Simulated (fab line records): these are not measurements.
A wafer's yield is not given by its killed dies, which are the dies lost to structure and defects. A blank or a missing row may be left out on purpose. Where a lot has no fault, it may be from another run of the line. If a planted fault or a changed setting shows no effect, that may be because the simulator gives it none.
Matching of chambers    flow nandHarc    NHARC_P_STI_ETCH_15 on rieSi-01: 4 sister chambers
The step etches the open film in HBr/Cl2, target depth 300 nm, time 100.1 s. 14 wafers are shown with their chamber, then 7 later ones without.

WAFERS PAIRED WITH THEIR CHAMBERS
wafer   chamber  rfFwdPowerW (W)  oesProductAu (a.u.)  biasW (W)
L927.1  2        395.7            1.006                99.84
L927.2  3        397.1            1.002                100.21
L927.5  1        396.1            1.000                99.89
L931.3  3        397.9            0.999                100.30
L931.4  0        398.0            1.006                99.90
L931.5  0        398.4            1.006                100.12
L933.1  1        396.8            0.998                100.30
L933.5  3        395.4            0.994                99.64
L933.6  0        397.5            1.015                100.01
L940.1  1        396.1            0.979                99.80
L940.3  0        396.4            0.997                99.51
L940.5  3        396.8            0.995                100.50
L945.2  0        399.6            1.003                99.93
L945.4  2        395.8            1.004                100.46

SIGNATURES (averages over the wafers above)
reading       chamber 0  chamber 1  chamber 2  chamber 3  scatter within a chamber
rfFwdPowerW   397.980    396.333    395.750    396.800    0.955
oesProductAu  1.00540    0.99233    1.00500    0.99750    0.00693
biasW         99.8940    99.9967    100.1500   100.1625   0.309
Rule: for each reading, subtract the chamber's mean from the wafer's reading, divide by that reading's scatter and square the result; add these up over the readings and take the root, which gives the wafer's distance from the chamber. If the next closest chamber is less than 2 further off than the closest, the wafer can't be placed; otherwise it belongs to the closest. How the scatter is found: for the shown wafers, subtract from each reading the mean of its chamber, square and add these, divide the total by (wafers less chambers), then take the root.

WAFERS WITH NO CHAMBER GIVEN
wafer   rfFwdPowerW (W)  oesProductAu (a.u.)  biasW (W)
L945.5  398.8            0.980                100.00
L948.1  396.0            0.993                99.75
L948.2  395.4            1.002                100.14
L948.4  398.9            0.983                99.91
L949.3  396.3            0.996                100.12
L949.5  395.5            0.993                100.27
L949.6  399.3            0.987                100.25

CHAMBER TAKEN BY EACH
wafer   from the rows above                in truth
L945.5  can't be placed: 1 or 3 or 0 or 2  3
L948.1  can't be placed: 1 or 3 or 2 or 0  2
L948.2  can't be placed: 2 or 3 or 1       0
L948.4  can't be placed: 1 or 3 or 0 or 2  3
L949.3  can't be placed: 3 or 1 or 2 or 0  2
L949.5  can't be placed: 1 or 3 or 2       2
L949.6  can't be placed: 3 or 0 or 1 or 2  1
Placed correctly: 0 of 7. Not placeable from these rows: 7 (in 6, the candidates include the true chamber). Number placed wrongly: 0.
